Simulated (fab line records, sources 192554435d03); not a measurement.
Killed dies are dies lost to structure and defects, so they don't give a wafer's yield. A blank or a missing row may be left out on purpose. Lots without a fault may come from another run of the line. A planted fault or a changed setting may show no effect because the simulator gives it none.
A struck lot beside a sound one | flow n5_finfet | 38 steps out of a route of 1938
Sound: wafers L256.2, L256.5, L256.6. Struck: wafer L261.6. (L261.1, L261.5 of the same lot were not struck and are left out.) The cause comes at the end.
At each step with rows: each side's tool, then ch and its chambers, then its first start. Under that, the readings that differ: sound wafers | struck wafers | difference of the means | sigmas: that difference in standard deviations of wafers without a fault.
alike: readings whose means differ by less than 2 such deviations, and words and numbers that are the same on both sides. not compared: withheld readings, readings that some wafer has no value for, bounds like >300 that may hide the same value, and numbers for which the record gives no deviation and whose values overlap.
The two part at a step that has a row with sigmas, a row that says differs or no value, or rows on one side only. Numbers that don't overlap but have no deviation are shown without sigmas and don't part them. A reading that every wafer of one side lacks parts them only if that side has two wafers or more.

first, 9 steps without rows for these wafers: N5_BEOL_M4_ANNEAL_95 (time 240 s); N5_BEOL_M4_SPUTTER_96 (material Cu, target thk 4.5 nm, time 8.29 s); N5_BEOL_M4_ECD_50 (material Cu, target thk 300 nm); N5_BEOL_M4_ANNEAL_51 (time 90 s); N5_BEOL_M4_CMP_52 (polishes, stops on SiOC, t overpolish 6.8 s, target thk 40 nm); N5_BEOL_M4_PRE_CLEAN_60 (time 15 s); N5_BEOL_M4_CO_CAP_55 (material Co, precursor CCTBA/H2, target thk 2 nm, time 102.1 s); N5_BEOL_M4_PRE_CLEAN_56 (time 15 s); N5_BEOL_M4_DEP_57 (deposits SiCN from 3MS/NH3, target thk 8 nm, time 14 s).
N5_BEOL_M4_RC_MEAS_101:
  sound on prober-01 ch 0, day 9 02:05; struck on prober-02 ch 0, day 10 15:51
  reading        | sound          | struck | difference | sigmas
  IOFF_P (nA/um) | 0.17 0.18 0.16 | 0.29   | +0.12      | +4
  ION_P (uA/um)  | 454 455 452    | 472    | +18        | +3
  SS_P (mV/dec)  | 73.1 73.2 72.5 | 74.4   | +1.5       | +2
  VT_P (mV)      | -255 -251 -257 | -243   | +11        | +4
  alike: DIBL_N, DIBL_P, IOFF_N, ION_N, SS_N, VT_N
then, 24 steps without rows for these wafers: N5_BEOL_M5_ILD_DEP_00 (deposits SiCOH lowk from DEMS/porogen, target thk 140.64 nm, time 25.9 s); N5_BEOL_M5_CURE_79 (cures SiCOH lowk, time 240 s); N5_BEOL_M5_PECVD_70 (deposits SiO2 from TEOS/O2, target thk 16 nm, time 18 s); N5_BEOL_M5_HM_DEP_02 (deposits TiN, target thk 20 nm); N5_BEOL_M5_COAT_59 (time 60 s, resist thk 60 nm); N5_BEOL_M5_COAT_60 (time 60 s, resist thk 12 nm); N5_BEOL_M5_COAT_71 (time 60 s, resist thk 5 nm); N5_BEOL_M5_COAT_05 (resist thk 30 nm); N5_BEOL_M5_EBR_07; N5_BEOL_M5_SOFTBAKE_06 (time 60 s); N5_BEOL_M5_EXPOSE_08 (exposes mask M5, target cd 28 nm); N5_BEOL_M5_PEB_09 (peb time 60 s); N5_BEOL_M5_DEVELOP_10 (develop time 30 s); N5_BEOL_M5_DESCUM_16 (chemistry O2, time 7 s); N5_BEOL_M5_ETCH_72 (etches underlayer in N2/H2, target depth 6.5 nm, time 5.2 s); N5_BEOL_M5_ETCH_61 (etches SiARC in CF4, target depth 15.6 nm, time 26 s); N5_BEOL_M5_ETCH_62 (etches SOC in N2/H2, target depth 75 nm, overetch 15 nm, time 112.5 s); N5_BEOL_M5_STRIP_63 (strips in N2/H2); N5_BEOL_M5_STRIP_73 (strips in N2/H2); N5_BEOL_M5_STRIP_64 (strips in CF4); N5_BEOL_M5_HM_OPEN_17 (chemistry Cl2/BCl3, target TiN, target depth 20 nm, overetch 6 nm); N5_BEOL_M5_STRIP_19 (strips in O2); N5_BEOL_M5_COAT_65 (time 60 s, resist thk 60 nm); N5_BEOL_M5_COAT_66 (time 60 s, resist thk 12 nm).
-- the record jumps here: 4 days lie between the struck wafers' starts before and after (it left off in module BEOL_M5 and takes up again in module PASSIVATION, whose first step shown is number 1936 of the route) --
N5_PASSIVATION_PASS_ETCH_74: etches SiNx in CF4/O2, target depth 220 nm, time 110 s.
  sound on rie_diel-02 ch 1,2,3, day 13 07:42; struck on rie_diel-02 ch 0, day 14 23:02
  reading                         | sound           | struck | difference | sigmas
  drypump_motor_current_A (A)     | 5.8 6.3 6.0     | 5.0    | -1.0       | -3
  oes_product_au (a.u.)           | 0.92 0.80 0.68  | 0.62   | -0.18      | -2
  model.etch.depth_nm (nm)        | 217.3 222 211.9 | 140.6  | -76.5      |
  model.TV_OPEN.cd_offset_nm (nm) | 0 0.8 0.8       | 3.4    | +2.9       |
  alike: O2_flow_sccm, oes_f_703_au, rf_fwd_power_W, rf_vpp_V, showerhead_plenum_p_Torr, throttle_valve_pct
  not compared: rf_hours_counter_h, model.coat_of_PASSIVATION_COAT_04.thk_nm
N5_PASSIVATION_VIA_ETCH_13: etches SiO2 in CHF3/O2, target depth 660 nm, time 330 s.
  sound on rie_diel-02 ch 1,2,3, day 13 07:47; struck on rie_diel-02 ch 0, day 14 23:07
  reading                     | sound             | struck | difference | sigmas
  drypump_motor_current_A (A) | 5.8 6.3 6.0       | 5.0    | -1.0       | -3
  rf_fwd_power_W (W)          | 647.7 649.9 650.0 | 644.2  | -5.0       | -2
  alike: O2_flow_sccm, etch_rf_on_time_s, oes_f_703_au, oes_product_au, rf_vpp_V, showerhead_plenum_p_Torr, throttle_valve_pct
  not compared: rf_hours_counter_h, model.coat_of_PASSIVATION_COAT_04.thk_nm
N5_PASSIVATION_ETCH_15: etches SiCN in CF4/N2, target depth 75 nm, time 81.2 s.
  sound on rie_diel-02 ch 1,2,3; struck on rie_diel-02 ch 0
  reading                         | sound             | struck | difference | sigmas
  drypump_motor_current_A (A)     | 5.8 6.3 6.0       | 5.0    | -1.0       | -3
  rf_vpp_V (V)                    | 381.2 382.1 384.3 | 379.4  | -3.1       | -2
  model.TV_OPEN.cd_offset_nm (nm) | 1.4 2 2.8         | 4.4    | +2.3       |
  alike: n2_flow_sccm, oes_product_au, rf_fwd_power_W, showerhead_plenum_p_Torr, throttle_valve_pct
  not compared: rf_hours_counter_h
N5_PASSIVATION_PROBE_49:
  sound on prober-02, day 13 16:02; struck on prober-02, day 15 07:30
  reading                  | sound          | struck | difference | sigmas
  defect_limited_yield (%) | 91.4 92.2 91.9 | 86.1   | -5.7       | -4
  killed_at_other          | 8 3 2          | 45     | +41        | +12
  killed_dies              | 102 92 96      | 164    | +67        | +4
  sort_bin_5_function (%)  | 5.3 4.5 4.7    | 9.9    | +5.1       | +5
  sort_n_pass              | 1078 1088 1084 | 1016   | -67        | -4
  sort_yield_pct (%)       | 91.4 92.2 91.9 | 86.1   | -5.7       | -4
  alike: killed_at_M0_to_M3, killed_at_M4_up, killed_at_contacts, killed_at_front_end, killed_open, killed_short, sort_bin_6_memory

WHERE THEY PART
First at N5_BEOL_M4_RC_MEAS_101; last, within this record, at N5_PASSIVATION_PROBE_49.

WHY: what the simulator had put in
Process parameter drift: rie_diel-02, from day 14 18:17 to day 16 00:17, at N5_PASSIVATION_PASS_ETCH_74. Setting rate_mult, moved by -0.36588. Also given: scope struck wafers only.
